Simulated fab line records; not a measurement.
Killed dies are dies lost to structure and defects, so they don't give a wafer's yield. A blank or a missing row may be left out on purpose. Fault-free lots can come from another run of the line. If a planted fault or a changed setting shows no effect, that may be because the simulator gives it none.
Comparing a struck lot with a sound one ; flow nand harc ; 12 out of 1302 route steps
Sound: these wafers, L540.2, L540.4, L540.5. Wafers struck: L542.4, L542.5, L542.6. The cause is named last.
At each step with rows: each side's tool, then ch and its chambers, then its first start. Under that, the readings that differ: sound wafers ; struck wafers ; difference of the means ; sigmas: that difference in standard deviations of wafers without a fault.
alike: same words and numbers on both sides, and readings whose means sit less than 2 such deviations apart. not compared: any withheld reading, any reading some wafer has no value for, any bound like >300 that may hide the same value, and any number with overlapping values for which the record gives no deviation.
A row with sigmas, a row that says differs or no value, or rows on one side alone: a step with any of these is where the two part. When numbers do not overlap yet have no deviation, they are printed without sigmas and do not part them. Lack of a reading on every wafer of one side parts them only where that side has two or more wafers.

NHARC_A_CHANNEL_FILL_D2_STRIP_28: strips in O2, time 20 s.
  sound on rie diel-13 ch 0,1, day 17 18:57; struck on rie diel-13 ch 0,1,3, day 19 07:58
  alike: chamber pressure mTorr, drypump motor current A, oes product au, rf vpp V, showerhead plenum p Torr, throttle valve pct
  not compared: rf hours counter h
then, 4 steps without rows for these wafers: NHARC_A_CHANNEL_FILL_D2_PRECLEAN_21 (cleans in dHF, time 30 s); NHARC_A_CHANNEL_FILL_D2_SRD_23; NHARC_A_CHANNEL_FILL_D2_CVD_05 (deposits poly-Si, target thk 5 nm); NHARC_A_CHANNEL_FILL_D2_ANNEAL_22 (time 7200 s).
NHARC_A_CHANNEL_FILL_D2_ALD_25: deposits SiOx, target thk 60 nm, pulse time 10 s, ald cycles 600.
  sound on ald hk-04 ch 1,3, day 18 08:23; struck on ald hk-03 ch 0,1, day 19 19:47
  alike: heater power w, precursor pulse height rel
NHARC_A_CHANNEL_FILL_D2_ETCHBACK_08: etches the open film in C4F8, target depth 220 nm, time 110 s.
  sound: rie diel-13 ch 0,3; struck: rie diel-13 ch 1,2
  alike: chamber pressure mTorr, oes product au, rf vpp V
  not compared: rf hours counter h
NHARC_A_CHANNEL_FILL_D2_STRIP_29: strips in O2, time 20 s.
  sound: rie diel-13 ch 0,2; struck: rie diel-13 ch 0,1,3
  alike: chamber pressure mTorr, drypump motor current A, oes product au, rf vpp V, showerhead plenum p Torr, throttle valve pct
  not compared: rf hours counter h
then, 3 steps without rows for these wafers: NHARC_A_CHANNEL_FILL_D2_PRECLEAN_30 (cleans in dHF, time 30 s); NHARC_A_CHANNEL_FILL_D2_SRD_31; NHARC_A_CHANNEL_FILL_D2_CVD_09 (deposits poly-Si, target thk 150 nm, time 3000 s).
NHARC_A_CHANNEL_FILL_D2_CMP_10: polishes, target thk 150 nm.
  sound on cmp-02 ch 0,1,3, day 18 19:52; struck on cmp-01 ch 1,2, day 20 07:15
  no value came back on the struck wafers for edge zone pressure frac, motor current A (A), time to endpoint s (s); on the sound wafers edge zone pressure frac reads 0.989 1.005 1.005

## WHERE THEY PART
NHARC_A_CHANNEL_FILL_D2_CMP_10 only, going by this record.

WHY: what the simulator had put in
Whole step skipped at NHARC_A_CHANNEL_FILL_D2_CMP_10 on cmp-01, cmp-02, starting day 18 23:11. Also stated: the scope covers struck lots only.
